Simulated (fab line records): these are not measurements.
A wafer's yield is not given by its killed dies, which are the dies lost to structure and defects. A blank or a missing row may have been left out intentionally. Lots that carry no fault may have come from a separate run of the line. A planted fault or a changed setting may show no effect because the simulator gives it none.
Matching of chambers + flow n5-finfet + rie-diel-01 running N5_BEOL_M3_STRIP_19: 3 sister chambers
The step strips in O2. 3 wafers are shown with their chamber, then 6 later ones without.

== EACH WAFER AND ITS CHAMBER ==
| wafer  | chamber | showerhead-plenum-p-Torr (Torr) |
|--------|---------|---------------------------------|
| L085.2 | 0       | 2.22                            |
| L088.2 | 2       | 2.08                            |
| L088.3 | 3       | 2.15                            |

== WAFERS WITHOUT THEIR CHAMBER ==
| wafer  | showerhead-plenum-p-Torr (Torr) |
|--------|---------------------------------|
| L093.5 | 2.15                            |
| L093.6 | 2.21                            |
| L095.1 | 2.08                            |
| L095.6 | 2.08                            |
| L097.1 | 2.21                            |
| L097.5 | 2.08                            |

== WHICH CHAMBER EACH WENT THROUGH ==
| wafer  | from the rows above | in truth |
|--------|---------------------|----------|
| L093.5 | 3                   | 3        |
| L093.6 | 0                   | 0        |
| L095.1 | 2                   | 2        |
| L095.6 | 2                   | 2        |
| L097.1 | 0                   | 0        |
| L097.5 | 2                   | 2        |
Correct placement for 6 of the 6. Not placeable from these rows: 0. Number placed wrongly: 0.
How it was worked out, from the rows above alone: a wafer's distance from a chamber is the root of the sum, over the readings, of the square of ((its reading less the chamber's mean) divided by the reading's scatter). The wafer belongs to the nearest chamber; if the next one is less than 2 further off, it can't be placed. The mean given for a chamber averages the wafers shown for that chamber. The scatter (one wafer shown for each chamber): square how far every hidden wafer sits from the nearest shown wafer, average those squares and take the square root.
